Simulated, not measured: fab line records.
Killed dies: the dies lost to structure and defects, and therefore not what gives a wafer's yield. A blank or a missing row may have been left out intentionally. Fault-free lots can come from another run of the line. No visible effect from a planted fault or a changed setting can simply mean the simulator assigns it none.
Comparing a struck lot with a sound one	flow nand_harc	40 out of 1159 route steps
Sound: the wafers L953.1, L953.4, L953.6. Struck: wafers L937.1, L937.5 (left out: L937.3, a lot-mate that was not struck); the cause follows at the end.
For every step that has rows: the tool of each side, followed by ch and its chambers, followed by its first start. Under that, the readings that differ: sound wafers	struck wafers	difference of the means	sigmas: that difference in standard deviations of wafers without a fault.
alike: same words and numbers on both sides, and readings whose means sit less than 2 such deviations apart. not compared: any withheld reading, any reading some wafer has no value for, any bound like >300 that may hide the same value, and any number with overlapping values for which the record gives no deviation.
The two part at a step that has a row with sigmas, a row that says differs or no value, or rows on one side only. Numbers that have no deviation but don't overlap get no sigmas and don't part them. A reading missing from all wafers of one side parts the sides only when that side holds two or more wafers.

NHARC_P_BONDPAD_OVL_MEAS_38:
  sound on overlay-01, day 11 14:17; struck on overlay-02, day 7 17:34
  alike: overlay_x_nm, overlay_y_nm
then, 2 steps without rows for these wafers: NHARC_P_BONDPAD_HARDBAKE_10 (time 65 s); NHARC_P_BONDPAD_DESCUM_11 (chemistry O2, time 3 s).
NHARC_P_BONDPAD_ETCH_37: etches the open film in N2/H2, target depth 60 nm, overetch 18 nm, time 65.91 s.
  sound on rie_diel-13 ch 1,3, day 11 14:31; struck on rie_diel-13 ch 0,2, day 7 17:46
reading	sound	struck	difference	sigmas
oes_product_au (a.u.)	1.014 1.014 0.999	0.990 0.996	-0.016	-2
  alike: chamber_pressure_mTorr, drypump_motor_current_A, mfc_ar_sccm, rf_vpp_V, showerhead_plenum_p_Torr, throttle_valve_pct
  not compared: rf_hours_counter_h
then, 1 step without rows for these wafers: NHARC_P_BONDPAD_ETCH_12 (etches the open film in CHF3/O2, target depth 200 nm, time 100 s).
NHARC_P_BONDPAD_CD_MEAS_13:
  sound on cd_sem-02, day 11 14:46; struck on cd_sem-03, day 7 18:00
  alike: cd_nm
then, 3 steps without rows for these wafers: NHARC_P_BONDPAD_STRIP_15 (strips in O2); NHARC_P_BONDPAD_ETCH_24 (etches the open film in CF4/N2, target depth 30 nm, time 72.99 s); NHARC_P_BONDPAD_STRIP_16 (strips in post etch residue remover, time 600 s).
NHARC_P_BONDPAD_DEGAS_25: time 60 s.
  sound on pvd_sputter-02, day 11 15:42; struck on pvd_sputter-03, day 7 18:38
  alike: heater_power_w
then, 1 step without rows for these wafers: NHARC_P_BONDPAD_PRE_CLEAN_26 (time 30 s).
NHARC_P_BONDPAD_PVD_17: deposits TaN, target thk 5 nm, time 8.06 s.
  sound on pvd_sputter-02; struck on pvd_sputter-03
  alike: bias_v, throttle_valve_pct
NHARC_P_BONDPAD_PVD_27: deposits Cu, target thk 30 nm, time 20.49 s.
  sound on pvd_sputter-02, day 11 16:03; struck on pvd_sputter-03, day 7 18:52
  alike: throttle_valve_pct
then, 2 steps without rows for these wafers: NHARC_P_BONDPAD_ECD_18 (material Cu, target thk 400 nm); NHARC_P_BONDPAD_ANNEAL_28 (time 90 s).
NHARC_P_BONDPAD_CMP_19: polishes, t overpolish 30 s, cu recess touch 16 s, target thk 160.81 nm.
  sound on cmp-04 ch 0,1,2, day 11 16:58; struck on cmp-02 ch 1,2, day 7 19:46
  alike: motor_current_A, overpolish_run_s
then, 1 step without rows for these wafers: NHARC_P_BONDPAD_SRD_21 (time 30 s, dry time 20 s).
NHARC_P_BONDPAD_INSPECT_23:
  sound on defect_inspect-02, day 11 17:27; struck on defect_inspect-01, day 7 20:17
reading	sound	struck	difference	sigmas
raw_defect_count	225 176 298	685 717	+468	+3
then, 3 steps without rows for these wafers: NHARC_P_BONDPAD_ACTIVATE_29 (chemistry N2, time 60 s); NHARC_P_BONDPAD_PRECLEAN_30 (cleans in DIW, time 300 s); NHARC_P_BONDPAD_SRD_31 (time 30 s, dry time 20 s).
NHARC_A_START_INSPECT_01:
  sound wafers here have rows in the record (defect_inspect-01, day 11 18:03); struck ones have none
then, 11 steps without rows for these wafers: NHARC_A_ZERO_WELL_PRECLEAN_00 (cleans in SPM, time 600 s); NHARC_A_ZERO_WELL_SRD_01; NHARC_A_ZERO_WELL_DEHYDRATE_02 (time 120 s); NHARC_A_ZERO_WELL_HMDS_03 (time 30 s); NHARC_A_ZERO_WELL_COAT_18 (time 65 s); NHARC_A_ZERO_WELL_COAT_04 (resist thk 600 nm); NHARC_A_ZERO_WELL_SOFTBAKE_05 (time 70 s); NHARC_A_ZERO_WELL_EBR_06; NHARC_A_ZERO_WELL_EXPOSE_07 (exposes mask A ZERO); NHARC_A_ZERO_WELL_PEB_08 (peb time 80 s); NHARC_A_ZERO_WELL_DEVELOP_09 (time 50 s).
NHARC_A_ZERO_WELL_CD_MEAS_10: the cd target is 2000 nm.
  the record has rows for the sound wafers here (cd_sem-03 ch 0, day 11 18:54) and none for the struck ones
then, 1 step without rows for these wafers: NHARC_A_ZERO_WELL_HARDBAKE_11 (time 65 s).
NHARC_A_ZERO_WELL_DESCUM_12: chemistry O2, time 3 s.
  the record has rows for the sound wafers here (rie_diel-05 ch 0,1,3, day 11 19:04) and none for the struck ones
then, 3 steps without rows for these wafers: NHARC_A_ZERO_WELL_ETCH_19 (etches the open film in N2/H2, target depth 80 nm, overetch 24 nm, time 87.88 s); NHARC_A_ZERO_WELL_ETCH_13 (etches the open film in HBr/Cl2, target depth 120 nm, time 40.1 s); NHARC_A_ZERO_WELL_STRIP_14 (strips in SPM, time 900 s).
-- break in the record here, with 14 days between the starts of the struck wafers on either side (left off in module A_ZERO_WELL, picked up again in module END, where the first step shown is number 1159 on the route) --
NHARC_END_SORT_01:
  at this point the record logs the struck wafers (prober-02 ch 0, day 21 08:42) and has no rows for the sound ones

WHERE THEY PART
Earliest at NHARC_P_BONDPAD_ETCH_37; latest, in this record, at NHARC_END_SORT_01.

WHY: what the simulator had put in
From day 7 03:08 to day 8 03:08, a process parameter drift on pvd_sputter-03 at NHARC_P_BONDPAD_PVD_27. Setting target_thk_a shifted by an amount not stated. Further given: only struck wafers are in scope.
